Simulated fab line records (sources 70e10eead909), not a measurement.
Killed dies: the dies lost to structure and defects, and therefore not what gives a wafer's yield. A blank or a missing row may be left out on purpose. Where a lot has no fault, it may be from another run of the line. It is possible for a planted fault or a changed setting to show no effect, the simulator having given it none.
A lot that was struck, set against a sound lot | flow nand harc | 24 out of 1159 route steps
Sound: the wafers L219.3, L219.4, L219.6. Struck: wafer L228.1. (L228.4, L228.5 of the same lot were not struck and are left out.) The cause comes at the end.
Order at every step that has rows: each side's tool, ch and its chambers, its first start. Under that, the readings that differ: sound wafers | struck wafers | difference of the means | sigmas: that difference in standard deviations of wafers without a fault.
alike: readings whose means differ by less than 2 such deviations, and words and numbers that are the same on both sides. not compared: withheld readings, readings that some wafer has no value for, bounds like >300 that may hide the same value, and numbers for which the record gives no deviation and whose values overlap.
The two part at a step that has a row with sigmas, a row that says differs or no value, or rows on one side only. Numbers that have no deviation but don't overlap get no sigmas and don't part them. A reading that every wafer of one side lacks parts them only if that side has two wafers or more.

NHARC_A_M0_INSPECT_27:
  struck on defect inspect-02, day 20 13:02; sound on defect inspect-01, day 18 06:38
  alike: raw defect count
NHARC_A_M0_PRE_CLEAN_31: time 12 s.
  sound on pecvd-01 ch 0,1,2, day 18 06:43; struck on pecvd-04 ch 2, day 20 13:07
  alike: heater power w
NHARC_A_M0_DEP_32: deposits SiCN, target thk 30 nm.
  sound on pecvd-01 ch 0,1,2, day 18 06:50; struck on pecvd-04 ch 2, day 20 13:16
  alike: chamber pressure Torr, heater power w
then, 8 steps without rows for these wafers: NHARC_A_M1_DEP_00 (deposits SiOC, target thk 182.5 nm); NHARC_A_M1_DEHYDRATE_01 (time 120 s); NHARC_A_M1_HMDS_02 (time 30 s); NHARC_A_M1_COAT_34 (time 65 s); NHARC_A_M1_COAT_03 (resist thk 90 nm); NHARC_A_M1_SOFTBAKE_04 (time 55 s); NHARC_A_M1_EBR_05; NHARC_A_M1_EXPOSE_06 (exposes mask A M1, target cd 120 nm).
NHARC_A_M1_PEB_07: peb time 65 s.
  sound on litho track-04 ch 0, day 18 07:58; struck on litho track-01 ch 0, day 20 14:19
  reading                  | sound             | struck | difference | sigmas
  heater power total W (W) | 156.0 156.8 156.5 | 160.7  | +4.3       | +10
  alike: exhaust pa
then, 1 step without rows for these wafers: NHARC_A_M1_DEVELOP_08 (develop time 35 s).
NHARC_A_M1_CD_MEAS_09: target cd 120 nm.
  sound on cd sem-03 ch 0, day 18 08:02; struck on cd sem-03 ch 0, day 20 14:23
  reading    | sound             | struck | difference | sigmas
  cd nm (nm) | 119.6 121.1 120.2 | 116.8  | -3.5       | -6
NHARC_A_M1_OVL_MEAS_10: pitch 240 nm.
  struck on overlay-02, day 20 14:29; sound on overlay-02, day 18 08:08
  alike: overlay x nm, overlay y nm
NHARC_A_M1_INSPECT_11:
  struck on defect inspect-01, day 20 14:31; sound on defect inspect-01, day 18 08:10
  alike: raw defect count
NHARC_A_M1_DESCUM_14: chemistry O2, time 3 s.
  sound on rie diel-07 ch 0,2, day 18 08:14; struck on rie diel-07 ch 0, day 20 14:35
  reading               | sound             | struck | difference | sigmas
  model.A_M1.cd nm (nm) | 120.1 121.4 120.5 | 116.7  | -4.0       |
  alike: drypump motor current A, oes product au, rf vpp V, showerhead plenum p Torr, throttle valve pct
  not compared: rf hours counter h
NHARC_A_M1_ETCH_35: etches the open film in N2/H2, target depth 40 nm, overetch 12 nm, time 43.94 s.
  sound on rie diel-07 ch 2,3, day 18 08:19; struck on rie diel-07 ch 2, day 20 14:40
  alike: drypump motor current A, oes product au, rf vpp V, showerhead plenum p Torr, throttle valve pct
  not compared: rf hours counter h
NHARC_A_M1_ETCH_15: etches the open film in C4F8/Ar, target depth 182.5 nm, time 91.2 s.
  sound on rie diel-07 ch 0,2; struck on rie diel-07 ch 0
  alike: oes product au, rf vpp V
  not compared: rf hours counter h
NHARC_A_M1_CD_MEAS_16:
  struck on cd sem-02, day 20 14:53; sound on cd sem-03, day 18 08:32
  reading    | sound             | struck | difference | sigmas
  cd nm (nm) | 120.6 121.6 120.6 | 117.0  | -3.9       | -4
NHARC_A_M1_STRIP_18: strips in N2/H2.
  sound on rie diel-07 ch 1,2, day 18 08:36; struck on rie diel-08 ch 0, day 20 15:01
  alike: drypump motor current A, oes product au, rf vpp V, showerhead plenum p Torr, throttle valve pct
  not compared: rf hours counter h
NHARC_A_M1_ETCH_28: etches the open film in CF4/N2, target depth 30 nm, time 72.99 s.
  sound on rie diel-07 ch 1,2; struck on rie diel-08 ch 0
  reading               | sound             | struck | difference | sigmas
  model.A_M1.cd nm (nm) | 120.3 121.2 120.2 | 116.1  | -4.5       |
  alike: drypump motor current A, oes product au, rf vpp V, showerhead plenum p Torr, throttle valve pct
  not compared: rf hours counter h
then, 1 step without rows for these wafers: NHARC_A_M1_STRIP_19 (strips in post etch residue remover, time 600 s).
NHARC_END_SORT_01:
  sound on prober-02 ch 0, day 20 06:38; struck on prober-01 ch 0, day 22 02:04
  alike: defect limited yield, killed at array, killed at other, killed at periphery, killed dies, killed open, killed short, sort_bin_2_pct, sort_bin_3_pct, sort_bin_4_pct, sort n pass, sort rim yield pct, sort yield pct

== WHERE THEY PART ==
Last at NHARC_A_M1_CD_MEAS_16 as far as this record goes, first at NHARC_A_M1_PEB_07. Later steps at which nothing parts them and some readings are alike: NHARC_A_M1_STRIP_18, NHARC_A_M1_ETCH_28, NHARC_END_SORT_01.

WHY: the cause the simulator had injected
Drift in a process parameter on litho track-01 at NHARC_A_M1_PEB_07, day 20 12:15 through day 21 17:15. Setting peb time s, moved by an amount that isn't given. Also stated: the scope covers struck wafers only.
